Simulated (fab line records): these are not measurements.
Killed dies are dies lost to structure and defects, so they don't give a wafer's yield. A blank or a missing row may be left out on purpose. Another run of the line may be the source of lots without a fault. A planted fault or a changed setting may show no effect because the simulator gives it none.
Comparing a struck lot with a sound one || flow nandHarc || 15 out of 1302 route steps
Sound: the wafers L819.1, L819.2, L819.6. Struck: wafers L823.1, L823.5, L823.6. At the end, the cause is stated.
At each step with rows: each side's tool, then ch and its chambers, then its first start. Under that, the readings that differ: sound wafers || struck wafers || difference of the means || sigmas: that difference in standard deviations of wafers without a fault.
alike: readings whose means differ by less than 2 such deviations, and words and numbers that are the same on both sides. not compared: withheld readings, readings that some wafer has no value for, bounds like >300 that may hide the same value, and numbers for which the record gives no deviation and whose values overlap.
Wherever a step has rows on one side only, a row that says differs or no value, or a row with sigmas, the two part there. When numbers do not overlap yet have no deviation, they are printed without sigmas and do not part them. A reading missing from all wafers of one side parts the sides only when that side holds two or more wafers.

first, 7 steps without rows for these wafers: NHARC_P_ZERO_WELL_HMDS_45 (time 30 s); NHARC_P_ZERO_WELL_COAT_46; NHARC_P_ZERO_WELL_SOFTBAKE_47 (time 95 s); NHARC_P_ZERO_WELL_EBR_48; NHARC_P_ZERO_WELL_EXPOSE_49 (exposes mask P HVPW, target cd 2000 nm); NHARC_P_ZERO_WELL_PEB_50 (peb time 85 s); NHARC_P_ZERO_WELL_DEVELOP_51 (time 70 s).
NHARC_P_ZERO_WELL_CD_MEAS_52: target cd 2000 nm.
  sound on cdSem-01 ch 0, day 3 17:51; struck on cdSem-02 ch 0, day 5 09:37
  alike: cdNm
then, 1 step without rows for these wafers: NHARC_P_ZERO_WELL_HARDBAKE_53 (time 80 s).
NHARC_P_ZERO_WELL_DESCUM_54: chemistry O2, time 3 s.
  sound on rieDiel-13 ch 0,2,3, day 3 18:01; struck on rieDiel-13 ch 0,1,2, day 5 09:48
  alike: drypumpMotorCurrentA, mfcArSccm, oesProductAu, rfVppV, showerheadPlenumPTorr, throttleValvePct
  not compared: rfHoursCounterH
then, 2 steps without rows for these wafers: NHARC_P_ZERO_WELL_IMPLANT_55; NHARC_P_ZERO_WELL_IMPLANT_61.
NHARC_P_ZERO_WELL_STRIP_56: strips in SPM, time 840 s.
  sound on wetBench-09 ch 2,3,4, day 3 18:33; struck on wetBench-09 ch 0,4,5, day 5 10:20
  no value came back on the struck wafers for bathGuardTempC (C), bathHeatDutyPct (%); on the sound wafers bathGuardTempC (C) reads 129.7 128.7 130.1
then, 1 step without rows for these wafers: NHARC_P_ZERO_WELL_PRECLEAN_68 (cleans in SC1, time 60 s).
-- record jumps: 23 days between struck wafers' starts before vs after; left off in module P_ZERO_WELL, resumes in module END, first step shown is number 1302 of the route --
NHARC_END_SORT_01:
  here the record holds rows for the struck wafers (prober-02 ch 0, day 28 10:44) but none for the sound ones

WHERE THEY PART
Earliest at NHARC_P_ZERO_WELL_STRIP_56; latest, in this record, at NHARC_END_SORT_01.

WHY: whatever the simulator had introduced
Entire step skipped (wetBench-09, NHARC_P_ZERO_WELL_STRIP_56), from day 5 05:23 onward. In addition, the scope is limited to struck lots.
